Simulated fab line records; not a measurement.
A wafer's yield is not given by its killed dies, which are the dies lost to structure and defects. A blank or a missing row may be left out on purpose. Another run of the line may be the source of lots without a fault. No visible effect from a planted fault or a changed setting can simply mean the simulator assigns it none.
A struck lot beside a sound one || flow nand harc || 18 out of 1159 route steps
Sound: wafers L965.4, L965.5, L965.6. Struck: wafers L971.2, L971.3, L971.4. At the end, the cause is stated.
Order at every step that has rows: each side's tool, ch and its chambers, its first start. Under that, the readings that differ: sound wafers || struck wafers || difference of the means || sigmas: that difference in standard deviations of wafers without a fault.
alike: words and numbers the same on both sides, and readings whose means are apart by under 2 such deviations; not compared: readings that were withheld, readings missing a value for some wafer, numbers with overlapping values and no deviation given by the record, and bounds like >300 which may hide the same value.
The two part at a step that has a row with sigmas, a row that says differs or no value, or rows on one side only. Numbers that don't overlap but have no deviation are shown without sigmas and don't part them. Lack of a reading on every wafer of one side parts them only where that side has two or more wafers.

first, 1 step without rows for these wafers: NHARC_P_M0_SRD_25.
NHARC_P_M0_INSPECT_27:
  sound on defect inspect-01 at day 6 06:34; struck on defect inspect-02 at day 7 16:48
  alike: raw defect count
NHARC_P_M0_PRE_CLEAN_31: time 12 s.
  sound on pecvd-01 ch 0,1,2, day 6 06:40; struck on pecvd-01 ch 0,1,2, day 7 17:36
  alike: heater power w
  not compared: since wet clean h
NHARC_P_M0_DEP_32: deposits SiCN, target thk 30 nm.
  sound on pecvd-01 ch 0,1,2, day 6 06:50; struck on pecvd-01 ch 0,1,2, day 7 17:43
  alike: heater power w
  not compared: since wet clean h
then, 7 steps without rows for these wafers: NHARC_P_M1_DEP_00 (deposits SiOC, target thk 182.5 nm); NHARC_P_M1_DEHYDRATE_01 (time 120 s); NHARC_P_M1_HMDS_02 (time 30 s); NHARC_P_M1_COAT_34 (time 65 s); NHARC_P_M1_COAT_03 (resist thk 90 nm); NHARC_P_M1_SOFTBAKE_04 (time 55 s); NHARC_P_M1_EBR_05.
NHARC_P_M1_EXPOSE_06: exposes mask P M1, target cd 130 nm.
  sound on arfi scanner-03 ch 0, day 6 07:41; struck on arfi scanner-01 ch 0, day 7 18:38
{"reading": "model.P_M1.overlay x nm (nm)", "sound": "-0.08992 -0.08992 -0.08992", "struck": "2.916 2.916 2.916", "difference": "+3.006", "sigmas": ""}
  alike: mask
then, 2 steps without rows for these wafers: NHARC_P_M1_PEB_07 (peb time 65 s); NHARC_P_M1_DEVELOP_08 (develop time 35 s).
NHARC_P_M1_CD_MEAS_09 targets a cd of 130 nm.
  sound on cd sem-03 ch 0, day 6 07:49; struck on cd sem-02 ch 0, day 7 18:46
  alike: cd nm
NHARC_P_M1_OVL_MEAS_10: pitch 260 nm.
  sound on overlay-01 at day 6 07:53; struck on overlay-01 at day 7 18:52
{"reading": "overlay x nm (nm)", "sound": "0.1 0.0 -0.1", "struck": "3.3 2.9 3.0", "difference": "+3.1", "sigmas": "+4"}
  alike: overlay y nm
NHARC_P_M1_INSPECT_11:
  sound on defect inspect-02 at day 6 07:56; struck on defect inspect-02 at day 7 18:53
  alike: raw defect count
NHARC_END_SORT_01:
  the record has rows for the sound wafers here (prober-01 ch 0, day 19 18:16) and none for the struck ones

WHERE THEY PART
Last at NHARC_END_SORT_01 as far as this record goes, first at NHARC_P_M1_OVL_MEAS_10.

WHY: what had been put in by the simulator
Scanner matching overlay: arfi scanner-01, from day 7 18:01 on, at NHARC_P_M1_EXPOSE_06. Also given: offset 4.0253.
